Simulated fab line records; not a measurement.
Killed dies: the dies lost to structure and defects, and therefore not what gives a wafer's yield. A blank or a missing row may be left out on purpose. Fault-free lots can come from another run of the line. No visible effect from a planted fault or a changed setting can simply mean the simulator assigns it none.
A lot that was struck, set against a sound lot + flow n5 finfet + 38 out of 1938 route steps
Sound: these wafers, L886.1, L886.2, L886.3. Wafers struck: L874.1, L874.5. The cause is given at the end.
Order at every step that has rows: each side's tool, ch and its chambers, its first start. Under that, the readings that differ: sound wafers + struck wafers + difference of the means + sigmas: that difference in standard deviations of wafers without a fault.
alike: readings whose means differ by less than 2 such deviations, and words and numbers that are the same on both sides. not compared: withheld readings, readings that some wafer has no value for, bounds like >300 that may hide the same value, and numbers for which the record gives no deviation and whose values overlap.
The two part at a step that has a row with sigmas, a row that says differs or no value, or rows on one side only. When numbers do not overlap yet have no deviation, they are printed without sigmas and do not part them. Lack of a reading on every wafer of one side parts them only where that side has two or more wafers.

first, 12 steps without rows for these wafers: N5_SD_EPI_P_STRIP_38 (strips in N2/H2); N5_SD_EPI_P_ETCHBACK_46 (etches SiNx in CH3F/O2, stops on SiO2, target depth 17.5 nm); N5_SD_EPI_P_ETCH_47 (etches SiOCN in CH3F/O2, target depth 25 nm); N5_SD_EPI_P_ETCH_16 (etches SiO2 in CHF3/O2, target depth 5 nm); N5_SD_EPI_P_STRIP_50 (strips in CHF3/O2); N5_SD_EPI_P_SD_RECESS_17 (chemistry HBr/Cl2/O2, target depth 39.1 nm, bt time 3 s); N5_SD_EPI_P_WET_ETCH_45 (etches SiO2 in dHF, time 10.7 s, target depth 2 nm, rinse time 30 s); N5_SD_EPI_P_STRIP_40 (strips in N2/H2); N5_SD_EPI_P_PRECLEAN_52 (cleans in O3/DIW, time 60 s); N5_SD_EPI_P_SRD_20 (time 30 s); N5_SD_EPI_P_PRECLEAN_51 (cleans in NF3:NH3, afs cycles 1, time 20 s, sublimation time 60 s); N5_SD_EPI_P_VAPOR_ETCH_44 (etches SiGe30 in NF3/Ar, time 3.3 s).
N5_SD_EPI_P_EPI_21: deposits SiGe:B, time 355 s.
  sound on epi rpcvd-03 ch 0, day 9 01:03; struck on epi rpcvd-01 ch 0, day 6 11:38
| reading                                     | sound             | struck        | difference | sigmas |
|---------------------------------------------|-------------------|---------------|------------|--------|
| epi growth time s (s)                       | 355 355 355       | 170.01 170.01 | -184.99    |        |
| susceptor_temp_C_max                        | 551.8 551.2 551.5 | 551.0 550.6   | -0.7       | -2     |
| model.SiGe-B_of_SD_EPI_P_EPI_21.thk nm (nm) | 61.4 61.2 61.4    | 31.2 31.4     | -30.0      |        |
N5_SD_EPI_P_EPI_MEAS_23:
  sound on film metro-01, day 9 03:15; struck on film metro-02, day 6 13:49
| reading     | sound          | struck    | difference | sigmas |
|-------------|----------------|-----------|------------|--------|
| thk nm (nm) | 60.8 61.5 61.6 | 30.9 28.8 | -31.4      | -29    |
then, 8 steps without rows for these wafers: N5_SD_EPI_P_HM_STRIP_48 (strips SiNx in H3PO4, material SiNx, target depth 3 nm); N5_SD_EPI_P_SRD_49 (time 30 s); N5_SD_EPI_P_PRECLEAN_24 (cleans in O3/DIW, time 45 s); N5_SD_EPI_P_PRECLEAN_32 (cleans in dHF, time 10 s); N5_SD_EPI_P_PRECLEAN_33 (cleans in SC2, time 45 s); N5_SD_EPI_P_SRD_25 (time 30 s); N5_SD_ACTIVATION_RTA_00 (time 0 s); N5_SD_ACTIVATION_LSA_01 (time 0.0008 s).
N5_SD_ACTIVATION_RS_MEAS_03: the measuring method here is four-point-probe.
  sound on film metro-01, day 9 03:51; struck on film metro-02, day 6 14:36
| reading          | sound          | struck      | difference | sigmas |
|------------------|----------------|-------------|------------|--------|
| RS_SD_P (ohm/sq) | 55.7 56.2 56.1 | 107.6 107.4 | +51.5      | +72    |
  alike: RS_SD_N
then, 12 steps without rows for these wafers: N5_ILD0_LINER_00 (material SiNx, target thk 4 nm, pulse time 1 s, purge time 2 s); N5_ILD0_FCVD_FILL_01 (material SiO2 flowable, target thk 200 nm, time 328.3 s); N5_ILD0_CURE_02 (time 1800 s); N5_ILD0_CMP_03 (polishes, stops on SiNx, t overpolish 1.9 s, target thk 197.38 nm); N5_ILD0_CMP_07 (polishes SiO2 flowable, stops on poly-Si, t overpolish 1.18 s, target thk 138.88 nm); N5_ILD0_PRECLEAN_10 (cleans in NF3:NH3, afs cycles 5, time 20 s, sublimation time 60 s); N5_ILD0_ALD_15 (deposits SiNx, target thk 24 nm, pulse time 1 s, ald cycles 480); N5_ILD0_CMP_12 (polishes SiNx, stops on poly-Si, t overpolish 6 s, target thk 17.67 nm); N5_SDB_HM_DEP_00 (deposits SiNx from SiH4/NH3/N2, target thk 40 nm, time 35.3 s); N5_SDB_COAT_03 (time 60 s, resist thk 100 nm); N5_SDB_COAT_04 (time 60 s, resist thk 18 nm); N5_SDB_COAT_05 (resist thk 90 nm).
N5_MOL_CONTACT_COAG_ETCH_110: etches Si in CF4/O2, target depth 2.5 nm, time 8 s.
  sound on rie diel-05 ch 0,1,2, day 10 08:29; struck on rie diel-05 ch 2,3, day 7 19:27
| reading                                     | sound          | struck  | difference | sigmas |
|---------------------------------------------|----------------|---------|------------|--------|
| model.SiGe-B_of_SD_EPI_P_EPI_21.thk nm (nm) | 58.6 58.4 58.4 | 29.8 30 | -28.6      |        |
  alike: drypump motor current A, mfc ar sccm, oes product au, rf vpp V, showerhead plenum p Torr, throttle valve pct
  not compared: rf hours counter h
-- here the record skips 3 days between the struck wafers' starts before and after, leaving off in module MOL_CONTACT_COAG and picking up in module BEOL_M4 (first step shown: number 1111 of the route) --
N5_BEOL_M4_RC_MEAS_101:
  sound on prober-01 ch 0, day 13 19:11; struck on prober-01 ch 0, day 11 00:01
| reading            | sound               | struck        | difference | sigmas |
|--------------------|---------------------|---------------|------------|--------|
| DIBL_P (mV/V)      | 35.0 34.8 35.9      | 38.2 38.8     | +3.3       | +2     |
| IOFF_P (nA/um)     | 0.181 0.182 0.186   | 0.114 0.121   | -0.066     | -2     |
| IOFF_P_85C (nA/um) | 3.2 3.2 3.3         | 2.2 2.3       | -1.0       | -2     |
| IOFF_P_LIN (nA/um) | 0.089 0.089 0.091   | 0.053 0.055   | -0.036     | -3     |
| ION_P (uA/um)      | 449 453 461         | 423 417       | -34        | -6     |
| REXT_P (ohm.um)    | 101.4 101.7 99.8    | 123.9 123.3   | +22.6      | +13    |
| RS_SD_P (ohm/sq)   | 65.6 66.5 65.6      | 126.4 125.1   | +59.9      | +70    |
| VT_P (mV)          | -255 -255 -253      | -273 -271     | -18        | -5     |
| VT_P_LVT (mV)      | -100.5 -100.5 -99.3 | -115.3 -114.8 | -15.0      | -6     |
  alike: DIBL_N, IOFF_N, ION_N, SS_N, SS_P, VT_N
-- a jump in the record: the struck wafers' starts before and after are 5 days apart (it breaks off in module BEOL_M4 and resumes in module PASSIVATION, where the first step shown is number 1936 of the route) --
N5_PASSIVATION_PROBE_49:
  sound on prober-01, day 18 05:27; struck on prober-02, day 15 12:07
| reading              | sound          | struck      | difference | sigmas      |
|----------------------|----------------|-------------|------------|-------------|
| sort_bin_8_speed (%) | 0 0 0          | 88.56 89.83 | +89.19     | +99 or more |
| sort n pass          | 1102 1091 1098 | 44 42       | -1054      | -59         |
| sort yield pct (%)   | 93.4 92.5 93.1 | 3.7 3.6     | -89.3      | -60         |
  alike: defect limited yield, killed_at_M0_to_M3, killed_at_M4_up, killed at contacts, killed at front end, killed at other, killed dies, killed open, killed short, sort_bin_5_function, sort_bin_6_memory

## WHERE THEY PART
Earliest at N5_SD_EPI_P_EPI_21; latest, in this record, at N5_PASSIVATION_PROBE_49.

WHY: whatever the simulator had introduced
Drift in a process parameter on epi rpcvd-01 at N5_SD_EPI_P_EPI_21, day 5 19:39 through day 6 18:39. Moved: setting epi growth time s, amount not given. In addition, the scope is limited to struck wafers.
